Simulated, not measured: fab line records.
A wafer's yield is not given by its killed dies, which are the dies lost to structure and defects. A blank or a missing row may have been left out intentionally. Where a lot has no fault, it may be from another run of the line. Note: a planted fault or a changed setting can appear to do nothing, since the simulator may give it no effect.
Which tool is to blame? -- flow nand_harc -- 11 lots, 32 wafers sampled, at 5 steps of a route of 1302

## WHAT EACH GAUGE READ, for each wafer
NHARC_END_SORT_01. Usual: defect_limited_yield 91.6 %, standard deviation 2.8; killed_at_array 52, standard deviation 18; killed_at_other 0.6, standard deviation 0.83; killed_at_periphery 4.3, standard deviation 2.8; killed_dies 57, standard deviation 19; killed_open 3.4, standard deviation 2; killed_short 2.5, standard deviation 1.7; sort_bin_2_pct 3.0 %, standard deviation 1.1; sort_bin_3_pct 0.6 %, standard deviation 0.41; sort_bin_4_pct 4.7 %, standard deviation 1.6; sort_n_pass 620, standard deviation 19; sort_rim_yield_pct 91 %, standard deviation 3.7; sort_yield_pct 91.6 %, standard deviation 2.8.
lot,measured,on,defect_limited_yield (%),killed_at_array,killed_at_other,killed_at_periphery,killed_dies,killed_open,killed_short,sort_bin_2_pct (%),sort_bin_3_pct (%),sort_bin_4_pct (%),sort_n_pass,sort_rim_yield_pct (%),sort_yield_pct (%),flag
L144,day 30 18:16,prober-02,90.0 74.4,66 168,0 0,2 5,68 173,2 6,6 4,4.0 10.8,0.7 4.7,5.3 10.0,609 504,92 85,90.0 74.4,OFF

## WHAT TOOL EACH LOT RAN ON (gives the tool, then ch and the chambers of the sampled wafers, and finally the start)
lot,NHARC_A_M1_PRE_CLEAN_32,NHARC_A_BONDPAD_STRIP_15,NHARC_HYBRID_BOND_ACTIVATE_00,NHARC_THIN_TSV_ETCH_15
L128,"pecvd-03 ch 0,1,2, day 22 22:08","rie_diel-08 ch 2,3, day 23 00:26","rie_diel-13 ch 0,1,3, day 23 02:47","rie_si-06 ch 1,2, day 23 14:38"
L129,"pecvd-03 ch 1,2, day 23 13:20","rie_diel-08 ch 0,1, day 23 16:07","rie_diel-01 ch 0,1,2, day 23 18:24","rie_si-01 ch 2,3, day 24 04:23"
L132,"pecvd-02 ch 0,1, day 23 22:54","rie_diel-03 ch 0,1,3, day 24 01:25","rie_diel-01 ch 0,1,2, day 24 03:38","rie_si-06 ch 0,1,3, day 24 18:40"
L131,"pecvd-01 ch 0,2, day 24 05:49","rie_diel-03 ch 2,3, day 24 08:17","rie_diel-13 ch 0,3, day 24 10:31","rie_si-06 ch 1,2,3, day 25 02:36"
L134,"pecvd-03 ch 1,2, day 25 01:56","rie_diel-05 ch 0,2,3, day 25 04:24","rie_diel-10 ch 0,1, day 25 06:38","rie_si-01 ch 0,1, day 25 19:58"
L137,"pecvd-01 ch 0,2, day 26 01:11","rie_diel-03 ch 0,3, day 26 03:50","rie_diel-13 ch 0,2,3, day 26 06:06","rie_si-01 ch 0,2,3, day 26 22:17"
L136,"pecvd-02 ch 0,1,2, day 26 11:58","rie_diel-03 ch 0,1, day 26 14:35","rie_diel-13 ch 0,1,2, day 26 16:48","rie_si-01 ch 0,1,2, day 27 07:14"
L140,"pecvd-02 ch 0,2, day 28 05:58","rie_diel-05 ch 0,3, day 28 08:29","rie_diel-10 ch 0,2,3, day 28 10:46","rie_si-05 ch 0,1,2, day 29 01:59"
L141,"pecvd-03 ch 0,1, day 28 06:35","rie_diel-08 ch 0,1,3, day 28 09:12","rie_diel-13 ch 0,1,2, day 28 11:25","rie_si-01 ch 0,1,3, day 29 03:10"
L142,"pecvd-02 ch 0,1, day 28 23:11","rie_diel-08 ch 0,1,2, day 29 01:33","rie_diel-01 ch 0,2,3, day 29 03:52","rie_si-01 ch 0,1,3, day 29 17:12"
L144,"pecvd-02 ch 1,2, day 29 04:46","rie_diel-03 ch 0,1, day 29 07:15","rie_diel-13 ch 0,1, day 29 09:28","rie_si-01 ch 0,1, day 29 22:02"
- NHARC_A_M1_PRE_CLEAN_32: time 12 s.
- NHARC_A_BONDPAD_STRIP_15: strips in O2.
- NHARC_HYBRID_BOND_ACTIVATE_00: chemistry N2, time 60 s.
- NHARC_THIN_TSV_ETCH_15: target depth 3000 nm, bosch target overetch cycles 2, bosch etch step 2.8 s.

## WHAT THE TOOLS THEMSELVES READ (means of the sampled wafers that have a number; where no wafer has one, the mark that the record gives instead)
NHARC_A_M1_PRE_CLEAN_32. Usual: heater_power_w 631 W, standard deviation 43.
lot,tool,heater_power_w (W),flag
L128,pecvd-03,658,
L129,pecvd-03,606,
L132,pecvd-02,639,
L131,pecvd-01,676,
L134,pecvd-03,655,
L137,pecvd-01,669,
L136,pecvd-02,658,
L140,pecvd-02,655,
L141,pecvd-03,623,
L142,pecvd-02,658,
L144,pecvd-02,645,

NHARC_A_BONDPAD_STRIP_15. Usual: drypump_motor_current_A 5.7 A, standard deviation 0.37; mfc_ar_sccm 0.014 sccm, standard deviation 0.015; oes_product_au 0.999 a.u., standard deviation 0.01; rf_vpp_V 57.7 V, standard deviation 0.9; showerhead_plenum_p_Torr 3.53 Torr, standard deviation 0.17; throttle_valve_pct 17.035 %, standard deviation 0.0086.
lot,tool,drypump_motor_current_A (A),mfc_ar_sccm (sccm),oes_product_au (a.u.),rf_vpp_V (V),showerhead_plenum_p_Torr (Torr),throttle_valve_pct (%),flag
L128,rie_diel-08,5.9,0.019,0.993,56.7,3.40,17.035,
L129,rie_diel-08,5.7,0.009,0.992,57.5,3.43,17.034,
L132,rie_diel-03,5.8,0.020,0.997,57.7,3.47,17.039,
L131,rie_diel-03,5.4,0.027,0.989,57.5,3.53,17.032,
L134,rie_diel-05,5.6,0.009,0.997,57.1,3.37,17.036,
L137,rie_diel-03,5.5,0.026,0.992,56.9,3.53,17.042,
L136,rie_diel-03,5.9,0.012,1.007,56.9,3.52,17.036,
L140,rie_diel-05,5.6,0.017,0.999,57.4,3.44,17.043,
L141,rie_diel-08,5.7,0.015,0.998,57.6,3.64,17.036,
L142,rie_diel-08,5.7,0.015,1.006,58.0,3.61,17.034,
L144,rie_diel-03,6.1,0.009,0.992,57.6,3.48,17.028,

NHARC_HYBRID_BOND_ACTIVATE_00. Usual: drypump_motor_current_A 5.8 A, standard deviation 0.41; mfc_ar_sccm 0.010 sccm, standard deviation 0.0099; n2_flow_sccm 200.0 sccm, standard deviation 0.54; oes_product_au 1.003 a.u., standard deviation 0.012; rf_vpp_V 64.0 V, standard deviation 0.85; showerhead_plenum_p_Torr 1.72 Torr, standard deviation 0.064.
lot,tool,drypump_motor_current_A (A),mfc_ar_sccm (sccm),n2_flow_sccm (sccm),oes_product_au (a.u.),rf_vpp_V (V),showerhead_plenum_p_Torr (Torr),flag
L128,rie_diel-13,5.9,0.003,200.1,1.015,64.0,1.71,
L129,rie_diel-01,5.9,0.010,199.8,0.993,64.2,1.70,
L132,rie_diel-01,5.9,0.010,199.9,1.002,64.2,1.70,
L131,rie_diel-13,5.7,0.002,199.5,1.002,64.1,1.71,
L134,rie_diel-10,5.7,0.011,199.5,0.997,64.5,1.84,
L137,rie_diel-13,5.5,0.007,199.9,0.998,64.6,1.75,
L136,rie_diel-13,5.8,0.007,199.9,1.000,63.8,1.69,
L140,rie_diel-10,5.6,0.018,199.8,1.004,63.6,1.74,
L141,rie_diel-13,5.9,0.007,199.9,1.005,63.4,1.69,
L142,rie_diel-01,5.7,0.019,199.3,0.993,63.8,1.68,
L144,rie_diel-13,6.2,0.003,200.3,1.018,63.4,1.65,

NHARC_THIN_TSV_ETCH_15. Usual: drypump_motor_current_A 5.9 A, standard deviation 0.47.
lot,tool,drypump_motor_current_A (A),flag
L128,rie_si-06,6.1,
L129,rie_si-01,6.0,
L132,rie_si-06,5.8,
L131,rie_si-06,5.8,
L134,rie_si-01,6.3,
L137,rie_si-01,6.1,
L136,rie_si-01,6.2,
L140,rie_si-05,5.9,
L141,rie_si-01,6.1,
L142,rie_si-01,6.1,
L144,rie_si-01,6.2,

## THE ANSWER, worked out from the rows above alone
Rule: lot off if the mean of its wafers having a number is beyond 3 standard deviations from the usual mean. Also off: a lot with no number at a reading for which 4 or more lots have one. The other lots that the step has rows for count as sound. After the gauges, taken in route order, come the tools' own readings; for these a lot's mean is taken, as printed above. At the first step where some lot is off, the reading lying furthest off is the one used; lots without a number count as furthest.
Off: L144, at NHARC_END_SORT_01 (sort_bin_3_pct). Neither off nor sound, because the step has no rows for them: L128, L129, L132, L131, L134, L137, L136, L140, L141, L142.
A tool fits if, at a process step before that reading, it ran every lot that is off, and no sound lot after the first of them. Gauges at NHARC_END_SORT_01: tried the same way as those tools. Can't be told from this: 5 tools fit, pecvd-02 at NHARC_A_M1_PRE_CLEAN_32, rie_diel-03 at NHARC_A_BONDPAD_STRIP_15, rie_diel-13 at NHARC_HYBRID_BOND_ACTIVATE_00, rie_si-01 at NHARC_THIN_TSV_ETCH_15, prober-02 at NHARC_END_SORT_01.

## WHAT THE SIMULATOR PUT IN
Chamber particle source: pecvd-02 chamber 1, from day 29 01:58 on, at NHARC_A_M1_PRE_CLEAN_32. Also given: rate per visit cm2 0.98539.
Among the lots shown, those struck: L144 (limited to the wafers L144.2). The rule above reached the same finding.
